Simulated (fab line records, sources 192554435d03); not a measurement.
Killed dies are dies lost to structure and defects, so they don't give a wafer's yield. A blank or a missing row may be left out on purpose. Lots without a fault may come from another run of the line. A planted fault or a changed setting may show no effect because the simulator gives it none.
Chamber matching | flow n5_finfet | N5_BEOL_M2_ALD_98 on ald_sin-04: 4 sister chambers
The step deposits SiO2, target thk 2.5 nm, pulse time 1 s, co reactant pulse time 1 s. 16 wafers are shown with their chamber, then 8 later ones without.

WAFERS WITH THEIR CHAMBER
wafer  | chamber | heater_power_outer_w (W) | heater_power_w (W) | precursor_pulse_height_rel
L075.3 | 2       | 42                       | 80                 | 0.997
L075.5 | 3       | 34                       | 68                 | 0.992
L075.6 | 2       | 42                       | 80                 | 0.984
L077.1 | 0       | 47                       | 81                 | 0.985
L077.4 | 3       | 33                       | 66                 | 0.985
L077.6 | 1       | 38                       | 71                 | 1.002
L080.1 | 2       | 42                       | 82                 | 0.988
L080.2 | 1       | 37                       | 71                 | 0.988
L080.6 | 0       | 46                       | 80                 | 1.014
L081.2 | 3       | 35                       | 69                 | 0.983
L081.4 | 0       | 46                       | 85                 | 0.995
L081.5 | 3       | 36                       | 70                 | 0.945
L089.1 | 3       | 36                       | 68                 | 0.970
L089.3 | 2       | 42                       | 75                 | 0.975
L089.4 | 0       | 47                       | 84                 | 1.028
L090.1 | 3       | 37                       | 72                 | 1.042

SIGNATURES (means of the wafers above)
reading                    | chamber 0 | chamber 1 | chamber 2 | chamber 3 | scatter within a chamber
heater_power_outer_w       | 46.50     | 37.50     | 42.00     | 35.17     | 1.01
heater_power_w             | 82.50     | 71.00     | 79.25     | 68.83     | 2.32
precursor_pulse_height_rel | 1.00550   | 0.99500   | 0.98600   | 0.98617   | 0.0234
Rule: a wafer's distance from a chamber is the root of the sum, over the readings, of the square of ((its reading less the chamber's mean) divided by the reading's scatter). The wafer belongs to the nearest chamber; if the next one is less than 2 further off, it can't be placed. The scatter: the root of (the sum of the squares of (reading less its chamber's mean) over the shown wafers, divided by (wafers less chambers)).

WAFERS WITHOUT THEIR CHAMBER
wafer  | heater_power_outer_w (W) | heater_power_w (W) | precursor_pulse_height_rel
L090.2 | 40                       | 71                 | 0.990
L090.3 | 40                       | 74                 | 1.018
L094.2 | 36                       | 69                 | 0.983
L094.3 | 40                       | 73                 | 0.984
L094.5 | 40                       | 73                 | 1.002
L097.1 | 46                       | 86                 | 0.970
L097.2 | 41                       | 75                 | 1.006
L097.4 | 40                       | 73                 | 1.051

WHICH CHAMBER EACH WENT THROUGH
wafer  | from the rows above     | in truth
L090.2 | can't be placed: 1 or 2 | 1
L090.3 | can't be placed: 1 or 2 | 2
L094.2 | can't be placed: 3 or 1 | 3
L094.3 | can't be placed: 1 or 2 | 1
L094.5 | can't be placed: 1 or 2 | 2
L097.1 | 0                       | 0
L097.2 | can't be placed: 2 or 1 | 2
L097.4 | can't be placed: 1 or 2 | 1
Placed correctly: 1 of 8. Can't be placed from these rows: 7 (the true chamber is among the candidates in 7). Placed wrongly: 0.
